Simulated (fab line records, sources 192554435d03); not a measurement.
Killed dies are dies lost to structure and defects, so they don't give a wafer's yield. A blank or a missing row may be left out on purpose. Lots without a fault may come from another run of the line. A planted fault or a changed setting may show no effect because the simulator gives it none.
Split-lot experiment | flow n5_finfet | 7 lots, 21 wafers read, on a route of 1938 steps

THE SPLIT
At N5_HKMG_FIN_COAT_06 (resist thk 90 nm), the setting spin_rpm was moved away from the recipe's 1500 rpm on 11 of the 21 wafers read, by -9.8% to +6.9%. The other wafers ran this setting at the recipe's value.

FROM THE SPLIT TO THE READING: what the file shows between them, 6 steps
- N5_HKMG_FIN_EBR_08
- N5_HKMG_FIN_SOFTBAKE_07: time 60 s
- N5_HKMG_FIN_EXPOSE_09: exposes mask NWFM
- N5_HKMG_FIN_PEB_10: peb time 60 s
- N5_HKMG_FIN_DEVELOP_11: develop time 30 s
- N5_HKMG_FIN_DESCUM_17: chemistry O2, time 7.9 s

THE READING
CAR-ArF_of_HKMG_FIN_COAT_06.thk_nm (the simulator's own value, which no gauge read), in nm, at N5_HKMG_FIN_ETCH_31 (etches SiARC in CF4, target depth 45.5 nm, time 75.8 s). The file gives no usual value for it. The 10 wafers here that ran the recipe average 50.8 nm, standard deviation 0.25 nm.

wafer  | tool, chamber at the split | spin_rpm as run, rpm | against the recipe | CAR-ArF_of_HKMG_FIN_COAT_06.thk_nm, nm | against lot-mates on the recipe
L080.1 | litho_track-01, 0          | 1565                 | +4.3%              | 48.8                                   | -2.2
L080.3 | litho_track-01, 0          | 1565                 | +4.3%              | 48.8                                   | -2.2
L080.6 | litho_track-01, 0          | 1500                 | recipe             | 51                                     | -
L082.2 | litho_track-02, 0          | 1353                 | -9.8%              | 55.8                                   | +5.0
L082.6 | litho_track-02, 0          | 1353                 | -9.8%              | 55.8                                   | +5.0
L082.4 | litho_track-02, 0          | 1500                 | recipe             | 50.8                                   | -
L083.2 | litho_track-02, 0          | 1369                 | -8.7%              | 55                                     | +4.2
L083.3 | litho_track-02, 0          | 1369                 | -8.7%              | 54.8                                   | +4.0
L083.5 | litho_track-02, 0          | 1500                 | recipe             | 50.8                                   | -
L084.3 | litho_track-02, 0          | 1500                 | recipe             | 51.2                                   | -
L084.4 | litho_track-02, 0          | 1500                 | recipe             | 51                                     | -
L084.5 | litho_track-02, 0          | 1604                 | +6.9%              | 47.8                                   | -3.3
L088.1 | litho_track-04, 0          | 1545                 | +3.0%              | 49                                     | -1.4
L088.3 | litho_track-04, 0          | 1500                 | recipe             | 50.4                                   | -
L088.5 | litho_track-04, 0          | 1545                 | +3.0%              | 49.4                                   | -1.0
L097.1 | litho_track-02, 0          | 1390                 | -7.3%              | 54.2                                   | +3.8
L097.4 | litho_track-02, 0          | 1500                 | recipe             | 50.4                                   | -
L097.6 | litho_track-02, 0          | 1390                 | -7.3%              | 53.8                                   | +3.4
L096.1 | litho_track-02, 0          | 1500                 | recipe             | 50.6                                   | -
L096.5 | litho_track-02, 0          | 1500                 | recipe             | 50.6                                   | -
L096.2 | litho_track-02, 0          | 1500                 | recipe             | 50.8                                   | -

THE FIT
A straight line over all 21 wafers: CAR-ArF_of_HKMG_FIN_COAT_06.thk_nm changes by -0.476 nm for each +1% of spin_rpm; r = -0.99; the points scatter about the line by 0.27 nm.
The same after taking each lot's own level away (the mean of its wafers on the recipe; 21 wafers): -0.487 nm for each +1%; r = -1.00; scatter 0.17 nm.
On that fit, the largest move of spin_rpm shifts the reading by 4.8 nm.
The lots' own levels span 50.40 to 51.10 nm, that is 2.8 times the standard deviation above.
So the lot-to-lot level changes the slope little: the two slopes agree.
Check: with one of the wafers moved furthest among these (-9.8%) left out of the fit, the line predicts +4.76 nm for it against its lot-mates. It came out at +5 nm against them.

OTHER SPLITS ON THESE WAFERS
These wafers also went through other splits before the reading. Each is held against what the fit with the lots' levels taken away leaves over:
other split on the same wafers | wafers away from the commonest value | r with CAR-ArF_of_HKMG_FIN_COAT_06.thk_nm (lot level and that fit taken away)
N5_FIN_SAQP_ALD_61 ald_cycles  | 5                                    | +0.25
N5_DUMMY_GATE_HM_DEP_06 time_s | 12                                   | +0.34
N5_DUMMY_GATE_COAT_09 spin_rpm | 7                                    | +0.23
N5_SD_EPI_N_PEB_07 peb_time_s  | 4                                    | +0.24
N5_SD_EPI_N_DESCUM_14 time_s   | 8                                    | -0.06
N5_SD_EPI_N_EPI_21 time_s      | 9                                    | +0.05
N5_SD_EPI_N_PRECLEAN_49 time_s | 9                                    | +0.17

THE WHOLE CHAIN: every reading that the file lists as answering this split, in the file's order
step                   | what it does                                           | reading                                                                             | change (the file's fit)               | r (the file's)
N5_HKMG_FIN_COAT_06    | resist thk 90 nm                                       | CAR-ArF_of_HKMG_FIN_COAT_06.thk_nm (the simulator's own value, which no gauge read) | -0.471 nm for each +1% of the setting | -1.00
N5_HKMG_FIN_DEVELOP_11 | develop time 30 s                                      | CAR-ArF_of_HKMG_FIN_COAT_06.thk_nm (the simulator's own value, which no gauge read) | -0.476 nm for each +1% of the setting | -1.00
N5_HKMG_FIN_ETCH_31    | etches SiARC in CF4, target depth 45.5 nm, time 75.8 s | CAR-ArF_of_HKMG_FIN_COAT_06.thk_nm (the simulator's own value, which no gauge read) | -0.488 nm for each +1% of the setting | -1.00

THE FILE'S OWN FIT
CAR-ArF_of_HKMG_FIN_COAT_06.thk_nm changes by -0.488 nm for each +1% of spin_rpm, r = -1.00.
